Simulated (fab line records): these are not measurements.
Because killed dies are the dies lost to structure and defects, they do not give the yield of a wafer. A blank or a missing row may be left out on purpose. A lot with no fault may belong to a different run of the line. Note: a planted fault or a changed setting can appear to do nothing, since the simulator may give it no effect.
Which tool did it? / flow nand_harc / Sampling: 12 lots, 36 wafers, 2 of 1159 route steps

## WHAT THE GAUGES SHOWED, per wafer
NHARC_A_BLC_INSPECT_28. Usual: raw_defect_count 426, standard deviation 120.
lot=L733; measured=day 22 20:10; on=defect_inspect-02; raw_defect_count=373 413 372; flag=
lot=L730; measured=day 23 07:14; on=defect_inspect-02; raw_defect_count=442 496 414; flag=
lot=L732; measured=day 23 07:28; on=defect_inspect-01; raw_defect_count=305 452 280; flag=
lot=L731; measured=day 23 07:55; on=defect_inspect-01; raw_defect_count=467 458 502; flag=
lot=L738; measured=day 23 08:49; on=defect_inspect-02; raw_defect_count=441 374 285; flag=
lot=L736; measured=day 23 16:00; on=defect_inspect-02; raw_defect_count=409 348 298; flag=
lot=L737; measured=day 23 20:28; on=defect_inspect-01; raw_defect_count=456 356 274; flag=
lot=L739; measured=day 23 21:58; on=defect_inspect-01; raw_defect_count=630 484 343; flag=
lot=L751; measured=day 25 09:05; on=defect_inspect-02; raw_defect_count=345 308 314; flag=
lot=L750; measured=day 25 10:37; on=defect_inspect-01; raw_defect_count=329 415 298; flag=
lot=L742; measured=day 26 00:53; on=defect_inspect-02; raw_defect_count=516 541 584; flag=
lot=L753; measured=day 26 11:16; on=defect_inspect-01; raw_defect_count=444 331 325; flag=

## EACH LOT AND THE TOOL THAT RAN IT (in order: tool; ch and the chambers of the sampled wafers; start)
lot=L733; NHARC_A_BLC_ETCH_16=rie_diel-11 ch 2,3, day 21 14:47
lot=L730; NHARC_A_BLC_ETCH_16=rie_diel-12 ch 0,2,3, day 22 02:53
lot=L732; NHARC_A_BLC_ETCH_16=rie_diel-01 ch 0,1, day 22 03:35
lot=L731; NHARC_A_BLC_ETCH_16=rie_diel-12 ch 0,1,2, day 22 05:39
lot=L738; NHARC_A_BLC_ETCH_16=rie_diel-11 ch 0,1, day 22 07:26
lot=L736; NHARC_A_BLC_ETCH_16=rie_diel-12 ch 2,3, day 22 14:13
lot=L737; NHARC_A_BLC_ETCH_16=rie_diel-01 ch 0,1, day 22 21:35
lot=L739; NHARC_A_BLC_ETCH_16=rie_diel-12 ch 0,3, day 23 04:04
lot=L751; NHARC_A_BLC_ETCH_16=rie_diel-01 ch 1,3, day 24 09:31
lot=L750; NHARC_A_BLC_ETCH_16=rie_diel-12 ch 2,3, day 24 14:34
lot=L742; NHARC_A_BLC_ETCH_16=rie_diel-01 ch 0,2, day 25 06:14
lot=L753; NHARC_A_BLC_ETCH_16=rie_diel-01 ch 1,2,3, day 25 17:16
- NHARC_A_BLC_ETCH_16: etches the open film in CF4, target depth 39 nm, time 65 s.

## AS READ BY THE TOOLS THEMSELVES (means over the sampled wafers that have a number; for cases with no such wafer, the mark the record gives instead)
NHARC_A_BLC_ETCH_16. Usual: bias_w 100.0 W, standard deviation 0.32; drypump_motor_current_A 5.8 A, standard deviation 0.36; oes_product_au 1.003 a.u., standard deviation 0.01; rf_vpp_V 151.4 V, standard deviation 1.3; showerhead_plenum_p_Torr 1.78 Torr, standard deviation 0.074; throttle_valve_pct 13.284 %, standard deviation 0.009.
lot=L733; tool=rie_diel-11; bias_w (W)=100.1; drypump_motor_current_A (A)=5.5; oes_product_au (a.u.)=0.987; rf_vpp_V (V)=150.8; showerhead_plenum_p_Torr (Torr)=1.73; throttle_valve_pct (%)=13.284; flag=
lot=L730; tool=rie_diel-12; bias_w (W)=100.3; drypump_motor_current_A (A)=5.5; oes_product_au (a.u.)=1.011; rf_vpp_V (V)=151.6; showerhead_plenum_p_Torr (Torr)=1.77; throttle_valve_pct (%)=13.290; flag=
lot=L732; tool=rie_diel-01; bias_w (W)=100.1; drypump_motor_current_A (A)=6.3; oes_product_au (a.u.)=0.988; rf_vpp_V (V)=150.6; showerhead_plenum_p_Torr (Torr)=1.73; throttle_valve_pct (%)=13.283; flag=
lot=L731; tool=rie_diel-12; bias_w (W)=100.1; drypump_motor_current_A (A)=5.7; oes_product_au (a.u.)=1.007; rf_vpp_V (V)=150.9; showerhead_plenum_p_Torr (Torr)=1.74; throttle_valve_pct (%)=13.281; flag=
lot=L738; tool=rie_diel-11; bias_w (W)=99.7; drypump_motor_current_A (A)=5.9; oes_product_au (a.u.)=0.995; rf_vpp_V (V)=151.3; showerhead_plenum_p_Torr (Torr)=1.85; throttle_valve_pct (%)=13.289; flag=
lot=L736; tool=rie_diel-12; bias_w (W)=100.2; drypump_motor_current_A (A)=5.5; oes_product_au (a.u.)=1.003; rf_vpp_V (V)=151.4; showerhead_plenum_p_Torr (Torr)=1.76; throttle_valve_pct (%)=13.287; flag=
lot=L737; tool=rie_diel-01; bias_w (W)=100.1; drypump_motor_current_A (A)=6.3; oes_product_au (a.u.)=0.999; rf_vpp_V (V)=151.0; showerhead_plenum_p_Torr (Torr)=1.73; throttle_valve_pct (%)=13.283; flag=
lot=L739; tool=rie_diel-12; bias_w (W)=100.4; drypump_motor_current_A (A)=5.6; oes_product_au (a.u.)=1.011; rf_vpp_V (V)=151.2; showerhead_plenum_p_Torr (Torr)=1.77; throttle_valve_pct (%)=13.285; flag=
lot=L751; tool=rie_diel-01; bias_w (W)=99.9; drypump_motor_current_A (A)=6.2; oes_product_au (a.u.)=0.994; rf_vpp_V (V)=150.1; showerhead_plenum_p_Torr (Torr)=1.72; throttle_valve_pct (%)=13.285; flag=
lot=L750; tool=rie_diel-12; bias_w (W)=100.0; drypump_motor_current_A (A)=5.7; oes_product_au (a.u.)=0.999; rf_vpp_V (V)=152.5; showerhead_plenum_p_Torr (Torr)=1.82; throttle_valve_pct (%)=13.274; flag=
lot=L742; tool=rie_diel-01; bias_w (W)=100.0; drypump_motor_current_A (A)=6.0; oes_product_au (a.u.)=1.016; rf_vpp_V (V)=151.5; showerhead_plenum_p_Torr (Torr)=1.81; throttle_valve_pct (%)=13.283; flag=
lot=L753; tool=rie_diel-01; bias_w (W)=99.8; drypump_motor_current_A (A)=6.0; oes_product_au (a.u.)=1.001; rf_vpp_V (V)=151.4; showerhead_plenum_p_Torr (Torr)=1.77; throttle_valve_pct (%)=13.289; flag=

## THE ANSWER, worked out from the rows above alone
Rule: take the mean of a lot's wafers that have a number; if it is more than 3 standard deviations from the usual mean, the lot is off. Also off: a lot with no number at a reading for which 4 or more lots have one. Any other lot the step has rows for is counted as sound. First the gauges in route order, then the tools' own readings, where a lot's mean is used as printed above. At the first step where some lot is off, the reading lying furthest off is the one used; lots without a number count as furthest.
No lot is off at any reading shown: from this, nothing can be told.

## WHAT THE SIMULATOR HAD PUT IN
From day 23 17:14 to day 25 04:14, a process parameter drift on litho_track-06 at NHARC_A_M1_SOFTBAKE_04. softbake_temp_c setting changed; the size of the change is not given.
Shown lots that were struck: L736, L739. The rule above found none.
